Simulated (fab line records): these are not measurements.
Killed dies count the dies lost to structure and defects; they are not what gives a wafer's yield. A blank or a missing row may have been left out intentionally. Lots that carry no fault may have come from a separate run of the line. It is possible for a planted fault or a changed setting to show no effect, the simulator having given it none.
fab line records -- flow n5_finfet
record lots=10, wafers=27, last_day=18
route steps=1938 shown FIN_SAQP@99 PASSIVATION@1936
lots that met no fault: taken from a fault-free run of the same line
start_h: hours from the record's opening day to when the first of the lot's shown wafers began -- wait_h: hours since the lot's step before -- " repeats the value in the row above -- L1.1+2: a single row standing in for several wafers -- - value missing, or start not given -- * or withheld: withheld -- < > ~ a bound
route shown NAME@n: NAME is a module with steps in the file, n the number in the route of the first one -- usual: mean/standard deviation of fault-free wafers -- same: alike in all rows -- chamber/n: place in a boat -- sites: the reading at each site -- _std_site: standard deviation across them -- _edge_site: mean of outer sites minus mean of inner sites -- radius_mm: for every site, how far away it sits from the centre of the wafer -- mask NAME#n: copy n -- behind: the last tool/chamber to shape the wafer -- hold: the reason the lot was held/the length of the hold in hours/how it ended -- device: which transistor (n, p or np) failed to switch -- end of line: tests run on the same wafers once the route is complete -- a step with no rows: only its recipe -- killed: not the wafer's yield, but the dies lost to structure and defects at the first sort -- map: a wafer's dies, marking killed ones x, the rest . and places with no die _
set.NAME: the setting as run; set.NAME@STEP: as run at that earlier step -- model.NAME: the simulator's own value behind a step, which no gauge read
steps of the route over a sample of lots; a table a step, a row a wafer
services: a tool's chamber out of use, with start hour (start_h, from the record's first day; less than 0 if before it), hours out, and reason
## steps
# step N5_FIN_SAQP_PECVD_48
# recipe material=SiNx, target_thk_a=250, temp_c=400, precursor=SiH4/NH3/N2, pressure_torr=1.5, rf_w=300, time_s=22.1
# usual heater_power_w=771/77, showerhead_plenum_p_Torr=5.19/0.089, throttle_valve_pct=39.1/2.3
lot.wafer,tool,chamber,start_h,wait_h,heater_power_w,showerhead_plenum_p_Torr,throttle_valve_pct
L184.1,pecvd-01,0,22.81,0.0,665,5.14,39.1
L184.5,pecvd-01,2,22.81,0.0,809,5.32,36.8
L190.3,pecvd-02,2,57.91,0.0,812,5.10,40.6
L190.4,pecvd-02,0,57.91,0.0,766,5.07,38.4
L190.5,pecvd-02,2,57.91,0.0,813,5.10,40.5
L191.2,pecvd-03,2,62.81,0.0,751,5.28,37.3
L191.3,pecvd-03,1,62.81,0.0,652,5.19,38.4
L191.5,pecvd-03,2,62.81,0.0,754,5.28,37.5
L193.2,pecvd-01,0,75.01,0.0,656,5.13,39.5
L193.5,pecvd-01,1,75.01,0.0,792,5.21,45.6
L193.6,pecvd-01,0,75.01,0.0,676,5.12,39.5
L195.2,pecvd-03,0,87.31,0.0,955,5.26,37.6
L195.5,pecvd-03,1,87.31,0.0,773,5.19,38.7
L195.6,pecvd-03,0,87.31,0.0,938,5.27,37.6
L197.1,pecvd-01,0,98.82,0.0,749,5.14,39.5
L197.5,pecvd-01,1,98.82,0.0,867,5.22,45.5
L202.1,pecvd-01,2,129.71,0.0,733,5.32,37.2
L202.3,pecvd-01,0,129.71,0.0,777,5.12,39.6
L205.2,pecvd-03,0,147.61,0.0,920,5.26,37.8
L205.3,pecvd-03,2,147.61,0.0,757,5.27,38.1
L205.4,pecvd-03,2,147.61,0.0,798,5.28,38.0
L206.2,pecvd-03,2,153.46,0.0,809,5.28,37.8
L206.4,pecvd-03,0,153.46,0.0,944,5.26,37.7
L206.6,pecvd-03,1,153.46,0.0,751,5.18,38.3
L207.3,pecvd-03,2,158.56,0.0,789,5.28,38.3
L207.5,pecvd-03,2,158.56,0.0,792,5.28,38.1
L207.6,pecvd-03,1,158.56,0.0,742,5.19,38.3
# step N5_FIN_SAQP_SPACER1_ALD_24
# recipe material=SiO2, target_thk_a=203, temp_c=300, ald_precursor_family=BDEAS, ald_co_reactant=O2-plasma, pulse_time_s=1, purge_time_s=2, co_reactant_purge_time_s=2, ald_cycles=218, pressure_torr=2
# usual heater_power_w=471/44, precursor_pulse_height_rel=1.001/0.018
# same co_reactant_purge_time_s=2, purge_time_s=2
lot.wafer,tool,chamber,start_h,wait_h,heater_power_w,precursor_pulse_height_rel
L184.1,ald_sin-03,0,24.85,0.5,603,1.003
L184.5,ald_sin-03,3,24.85,0.5,425,1.022
L190.3,ald_sin-01,3,59.99,0.1,476,1.006
L190.4,ald_sin-01,2,59.99,0.1,452,1.020
L190.5,ald_sin-01,1,59.99,0.1,444,0.982
L191.2,ald_sin-03,2,64.61,0.3,472,0.998
L191.3,ald_sin-03,3,64.61,0.3,429,0.995
L191.5,ald_sin-03,2,64.61,0.3,461,1.004
L193.2,ald_sin-01,2,76.85,0.3,455,1.006
L193.5,ald_sin-01,3,76.85,0.3,497,0.992
L193.6,ald_sin-01,2,76.85,0.3,465,1.018
L195.2,ald_sin-04,0,89.74,0.4,420,1.025
L195.5,ald_sin-04,1,89.74,0.4,485,1.025
L195.6,ald_sin-04,0,89.74,0.4,427,1.025
L197.1,ald_sin-03,3,101.97,1.4,424,0.980
L197.5,ald_sin-03,1,101.97,1.4,420,0.987
L202.1,ald_sin-04,3,131.69,0.3,519,0.984
L202.3,ald_sin-04,2,131.69,0.3,464,0.998
L205.2,ald_sin-04,1,149.55,0.3,464,0.967
L205.3,ald_sin-04,2,149.55,0.3,488,1.006
L205.4,ald_sin-04,3,149.55,0.3,518,0.984
L206.2,ald_sin-01,3,155.45,0.3,498,1.000
L206.4,ald_sin-01,2,155.45,0.3,462,1.001
L206.6,ald_sin-01,1,155.45,0.3,447,0.998
L207.3,ald_sin-03,1,160.41,0.3,441,0.987
L207.5,ald_sin-03,3,160.41,0.3,427,1.047
L207.6,ald_sin-03,2,160.41,0.3,485,0.983
# step N5_FIN_SAQP_ETCH_57
# recipe chemistry=CH3F/O2, target=SiNx, mask_material=SiO2, target_depth_a=325, time_s=46.4, pressure_mtorr=30, source_w=395, bias_w=73, Ar_flow_sccm=150, CH3F_flow_sccm=30, O2_flow_sccm=20, ion_energy_ev=120, ends=cleared
# usual chamber_pressure_mTorr=30.000/0.024, drypump_motor_current_A=5.8/0.59, etch_rf_on_time_s=46.0/1, oes_product_au=0.68/0.081, rf_vpp_V=295/5.1, showerhead_plenum_p_Torr=1.97/0.05, throttle_valve_pct=16.32/0.24
lot.wafer,tool,chamber,start_h,wait_h,chamber_pressure_mTorr,drypump_motor_current_A,etch_rf_on_time_s,oes_product_au,rf_hours_counter_h,rf_vpp_V,showerhead_plenum_p_Torr,throttle_valve_pct
L184.1,rie_diel-02,2,25.81,0.0,29.966,6.2,46.0,0.74,37,288,1.97,16.29
L184.5,rie_diel-02,2,25.81,0.0,29.989,6.2,45.5,0.73,-,287,1.97,16.29
L190.3,rie_diel-02,3,60.96,0.0,29.981,6.0,45.9,0.62,176,301,2.00,16.51
L190.4,rie_diel-02,1,60.96,0.0,29.984,5.5,46.6,0.59,245,294,1.97,16.20
L190.5,rie_diel-02,0,60.96,0.0,29.983,5.0,45.6,0.82,-,296,1.97,16.06
L191.2,rie_diel-02,2,65.67,0.1,30.034,6.2,45.3,0.72,49,289,1.96,16.32
L191.3,rie_diel-02,1,65.67,0.1,30.010,5.5,45.6,0.59,246,293,1.97,16.20
L191.5,rie_diel-02,0,65.67,0.1,29.951,5.1,45.4,0.82,-,297,1.97,16.05
L193.2,rie_diel-05,0,77.81,0.0,30.011,6.0,47.3,0.69,96,292,1.93,16.13
L193.5,rie_diel-05,1,77.81,0.0,29.976,6.4,45.8,0.82,-,300,1.97,16.14
L193.6,rie_diel-05,2,77.81,0.0,29.972,6.6,48.1,0.63,-,304,1.99,16.35
L195.2,rie_diel-02,2,90.71,0.1,29.996,6.2,45.8,0.71,60,288,1.96,16.34
L195.5,rie_diel-02,2,90.71,0.1,29.984,6.2,46.0,0.71,-,288,1.96,16.35
L195.6,rie_diel-02,3,90.71,0.1,29.999,5.9,46.2,0.63,-,301,1.99,16.54
L197.1,rie_diel-06,1,102.97,0.1,30.012,5.9,19.8,0.59,233,293,1.89,16.36
L197.5,rie_diel-06,0,102.97,0.1,29.981,4.9,46.0,0.62,-,290,1.91,16.72
L202.1,rie_diel-06,2,132.66,0.0,29.965,6.3,18.6,0.83,8,290,1.97,16.20
L202.3,rie_diel-06,0,132.66,0.0,30.010,4.9,45.4,0.62,193,290,1.90,16.73
L205.2,rie_diel-02,0,150.51,0.0,30.006,5.0,44.1,0.77,37,296,1.96,16.12
L205.3,rie_diel-02,2,150.51,0.0,29.990,6.2,43.4,0.69,81,285,1.95,16.38
L205.4,rie_diel-02,1,150.51,0.0,30.005,5.5,45.9,0.76,26,294,1.96,15.82
L206.2,rie_diel-06,2,156.46,0.1,30.031,6.2,45.0,0.79,16,289,1.97,16.21
L206.4,rie_diel-06,0,156.46,0.1,29.983,4.9,45.5,0.62,-,291,1.90,16.76
L206.6,rie_diel-06,2,156.46,0.1,29.959,6.2,46.2,0.80,-,289,1.97,16.22
L207.3,rie_diel-05,2,161.64,0.2,30.009,6.6,45.1,0.62,196,304,1.98,16.40
L207.5,rie_diel-05,2,161.64,0.2,30.001,6.6,45.9,0.62,-,303,1.98,16.41
L207.6,rie_diel-05,1,161.64,0.2,29.982,6.4,44.0,0.78,-,299,1.96,16.21
# step N5_FIN_SAQP_ETCH_65
# recipe chemistry=CF4, target=SiO2, target_depth_a=40, ion_energy_ev=350, time_s=4.4, pressure_mtorr=10, icp_w=800, bias_w=400, cf4_flow_sccm=80
# usual cf4_flow_sccm=80.03/0.25, chamber_pressure_mTorr=10.000/0.0097, drypump_motor_current_A=5.9/0.37, oes_product_au=1.000/0.021, throttle_valve_pct=21.79/0.17
# same time_s=4.4
lot.wafer,tool,chamber,start_h,wait_h,cf4_flow_sccm,chamber_pressure_mTorr,drypump_motor_current_A,oes_product_au,rf_hours_counter_h,throttle_valve_pct
L184.1,rie_si-02,2,25.96,0.1,79.75,9.988,6.0,1.011,113,22.06
L184.5,rie_si-02,3,25.96,0.1,80.11,10.001,5.6,0.978,-,21.71
L190.3,rie_si-02,0,61.06,0.1,79.93,10.005,6.2,1.011,101,21.77
L190.4,rie_si-02,2,61.06,0.1,80.11,10.010,6.0,1.020,114,22.05
L190.5,rie_si-02,2,61.06,0.1,80.32,9.993,6.0,1.012,-,22.03
L191.2,rie_si-05,0,65.78,0.1,80.12,9.980,5.7,1.000,85,21.58
L191.3,rie_si-05,3,65.78,0.1,79.37,9.993,5.6,0.967,48,21.61
L191.5,rie_si-05,2,65.78,0.1,79.66,10.004,5.3,1.036,-,21.56
L193.2,rie_si-02,3,77.92,0.1,80.01,9.999,5.6,0.984,96,21.68
L193.5,rie_si-02,3,77.92,0.1,79.82,10.017,5.6,0.978,-,21.69
L193.6,rie_si-02,2,77.92,0.1,79.73,9.992,5.9,1.006,-,22.04
L195.2,rie_si-04,0,90.82,0.1,80.08,9.998,6.0,1.003,90,22.19
L195.5,rie_si-04,3,90.82,0.1,80.39,10.010,5.8,0.986,-,21.67
L195.6,rie_si-04,1,90.82,0.1,80.52,9.988,5.5,1.005,-,21.92
L197.1,rie_si-05,1,103.08,0.1,79.72,10.002,6.4,1.010,9,21.92
L197.5,rie_si-05,2,103.08,0.1,79.98,10.002,5.3,1.050,-,21.58
L202.1,rie_si-04,2,132.76,0.1,80.48,10.002,5.9,1.030,1,21.72
L202.3,rie_si-04,1,132.76,0.1,80.00,9.994,5.5,1.013,44,21.91
L205.2,rie_si-02,3,150.62,0.1,80.02,9.986,5.6,0.978,98,21.71
L205.3,rie_si-02,1,150.62,0.1,79.83,10.008,6.3,0.985,126,21.89
L205.4,rie_si-02,0,150.62,0.1,80.52,9.997,6.2,0.989,103,21.76
L206.2,rie_si-05,2,156.56,0.1,80.02,10.001,5.2,1.045,3,21.57
L206.4,rie_si-05,3,156.56,0.1,80.40,9.994,5.6,0.978,49,21.60
L206.6,rie_si-05,1,156.56,0.1,80.42,9.999,6.5,1.008,-,21.93
L207.3,rie_si-02,2,161.75,0.1,80.04,10.012,6.0,1.016,116,22.03
L207.5,rie_si-02,2,161.75,0.1,79.87,9.995,5.9,1.021,-,22.03
L207.6,rie_si-02,3,161.75,0.1,79.43,9.998,5.6,0.994,-,21.70
# step N5_FIN_SAQP_STRIP_70
# recipe chemistry=N2/H2, power_w=500, temp_c=40, pressure_mtorr=50, rf_frequency_hz=6e+07, overash_fraction=0.3, bias_power_w=28, h2_frac=0.5, n2_flow_sccm=300, h2_flow_sccm=300
# usual chamber_pressure_mTorr=50.00/0.043, drypump_motor_current_A=5.9/0.59, oes_product_au=0.81/0.098, rf_vpp_V=121.7/0.93, showerhead_plenum_p_Torr=3.31/0.082, throttle_valve_pct=18.9/0.44
lot.wafer,tool,chamber,start_h,wait_h,chamber_pressure_mTorr,drypump_motor_current_A,oes_product_au,rf_hours_counter_h,rf_vpp_V,showerhead_plenum_p_Torr,throttle_valve_pct
L184.1,rie_diel-05,3,26.81,0.0,49.89,4.9,0.69,247,121.1,3.29,18.6
L184.5,rie_diel-05,2,26.81,0.0,50.01,6.6,0.76,-,122.1,3.37,19.3
L190.3,rie_diel-05,0,61.72,0.0,50.05,6.0,0.81,91,121.4,3.28,18.7
L190.4,rie_diel-05,1,61.72,0.0,50.01,6.4,0.97,-,122.1,3.28,18.2
L190.5,rie_diel-05,0,61.72,0.0,50.03,6.0,0.81,-,120.6,3.28,18.7
L191.2,rie_diel-02,1,66.54,0.0,50.11,5.5,0.69,247,121.8,3.29,18.5
L191.3,rie_diel-02,3,66.54,0.0,49.99,6.0,0.73,177,122.8,3.35,19.4
L191.5,rie_diel-02,3,66.54,0.0,49.98,6.0,0.73,-,122.5,3.35,19.4
L193.2,rie_diel-02,2,78.58,0.0,50.06,6.2,0.84,54,121.9,3.28,19.0
L193.5,rie_diel-02,3,78.58,0.0,49.99,6.0,0.72,-,120.8,3.35,19.4
L193.6,rie_diel-02,0,78.58,0.0,49.99,5.0,0.94,-,121.7,3.32,19.2
L195.2,rie_diel-02,2,91.48,0.0,49.99,6.3,0.82,60,118.8,3.28,19.0
L195.5,rie_diel-02,0,91.48,0.0,49.94,5.1,0.94,-,121.5,3.32,19.2
L195.6,rie_diel-02,1,91.48,0.0,49.99,5.5,0.98,-,122.2,3.29,18.1
L197.1,rie_diel-06,1,103.87,0.0,50.00,5.9,0.69,233,121.4,3.16,18.3
L197.5,rie_diel-06,1,103.87,0.0,50.09,5.9,0.69,-,122.2,3.16,18.3
L202.1,rie_diel-05,0,133.66,0.0,50.00,6.0,0.80,114,122.3,3.26,18.8
L202.3,rie_diel-05,3,133.66,0.0,50.04,4.9,0.86,23,120.9,3.28,18.3
L205.2,rie_diel-06,2,151.42,0.0,50.03,6.2,0.96,15,121.0,3.30,18.6
L205.3,rie_diel-06,3,151.42,0.0,49.97,6.4,0.74,166,122.7,3.51,19.4
L205.4,rie_diel-06,2,151.42,0.0,49.96,6.2,0.95,-,122.7,3.30,18.6
L206.2,rie_diel-05,0,157.33,0.0,50.01,6.0,0.79,122,120.7,3.26,18.8
L206.4,rie_diel-05,1,157.33,0.0,49.99,6.4,0.90,43,122.1,3.27,18.3
L206.6,rie_diel-05,3,157.33,0.0,50.05,4.9,0.85,-,121.5,3.27,18.3
L207.3,rie_diel-02,2,162.46,0.0,49.97,6.3,0.79,85,122.3,3.27,19.0
L207.5,rie_diel-02,3,162.46,0.0,49.98,6.0,0.71,-,122.3,3.33,19.4
L207.6,rie_diel-02,2,162.46,0.0,49.96,6.3,0.80,-,121.6,3.27,19.0
# step N5_PASSIVATION_PROBE_49
# usual killed_at_M0_to_M3=36/10, killed_at_M4_up=13/5.5, killed_at_contacts=12/5.6, killed_at_front_end=42/12, killed_at_other=4/3.2, killed_dies=108/18, killed_open=71/13, killed_short=34/7.8
# same gross_dies=1180, killed_at_back_side=0
lot.wafer,tool,chamber,start_h,wait_h,killed_at_M0_to_M3,killed_at_M4_up,killed_at_contacts,killed_at_front_end,killed_at_other,killed_dies,killed_open,killed_short
L195.2,prober-01,-,347.96,0.1,28,17,12,30,8,95,60,35
L195.5,prober-01,-,348.11,0.2,29,14,20,32,6,101,70,26
L195.6,prober-01,-,348.16,0.3,33,8,16,37,0,94,63,31
# killed by level:class
L195.2 BEOL_M4:geometric_particle:open=13 BEOL_M0_SAQP:geometric_particle:short=11 MOL_CONTACT_COAG:geometric_particle:open=10 STI_FIN_REVEAL:geometric_particle:open=8 DUMMY_GATE:geometric_particle:open=7 BEOL_M0_SAQP:geometric_particle:open=6 FIN_SAQP:geometric_particle:short=5 BEOL_M1:geometric_particle:open=4
L195.5 MOL_CONTACT_COAG:geometric_particle:open=13 STI_FIN_REVEAL:geometric_particle:open=10 BEOL_M1:geometric_particle:open=10 DUMMY_GATE:geometric_particle:open=7 MOL_CONTACT_COAG:geometric_particle:short=7 BEOL_M3:geometric_particle:open=5 BEOL_M0_SAQP:geometric_particle:open=4 BEOL_M0_SAQP:geometric_particle:short=4
L195.6 MOL_CONTACT_COAG:geometric_particle:open=15 BEOL_M0_SAQP:geometric_particle:short=9 STI_FIN_REVEAL:geometric_particle:open=8 BEOL_M0_SAQP:geometric_particle:open=8 DUMMY_GATE:geometric_particle:short=6 BEOL_M1:geometric_particle:open=6 DUMMY_GATE:geometric_particle:open=5 BEOL_M3:geometric_particle:open=5
## services
tool,chamber,start_h,hours,kind
ald_sin-03,0,8.08,2.6,repair
rie_diel-02,0,8.23,-,clean
rie_diel-02,0,8.23,-,consumable_replace:focus_ring
rie_diel-02,0,8.23,25.0,scheduled_down
rie_diel-02,0,8.23,25.0,vent_cycle
ald_sin-01,-,9.38,4.3,pm
ald_sin-01,-,15.18,8.6,repair
rie_diel-02,1,19.15,8.3,repair
pecvd-01,-,25.07,28.1,pm
rie_diel-02,2,28.12,8.7,repair
ald_sin-04,-,31.69,0.3,repair
ald_sin-03,2,32.14,6.8,repair
rie_diel-02,3,37.87,1.7,repair
rie_diel-06,3,55.70,20.6,repair
rie_si-04,-,56.92,15.6,pm
ald_sin-04,0,58.68,3.3,repair
rie_diel-02,1,74.76,-,clean
rie_diel-06,2,89.66,4.8,repair
ald_sin-04,0,101.13,1.9,repair
pecvd-01,2,103.91,1.8,repair
rie_diel-02,0,126.72,16.1,repair
rie_si-05,-,130.48,14.6,pm
pecvd-03,-,148.09,0.9,repair
rie_diel-05,1,162.15,36.3,repair
## key
first_sign step=N5_FIN_SAQP_ETCH_57, reading=etch_rf_on_time_s, direction=down, sigmas=26, usual=*, struck=*
effect none on later readings
met_at N5_FIN_SAQP_PECVD_48
struck_lots L197,L202
struck_wafers L197.1,L202.1
tester_left_out L197,L202
not_acting_at N5_FIN_SAQP_SPACER1_ALD_24,N5_FIN_SAQP_ETCH_65,N5_FIN_SAQP_STRIP_70
onset_between 75.01 98.82
fault kind=process_parameter_drift, tool=pecvd-01, chamber=-, onset_h=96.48, steps=N5_FIN_SAQP_PECVD_48, channel=time_s, offset=*, shape=step, end_h=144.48, scope=struck_wafers_only, acts_in=*, stated=*
# tester_left_out: of these lots the tester's yield and bins aren't shown, on N5 and GAA mostly nor the transistor test; their killed dies are dies lost to structure and defects alone, not to doping, threshold or leakage, so they don't give the yield
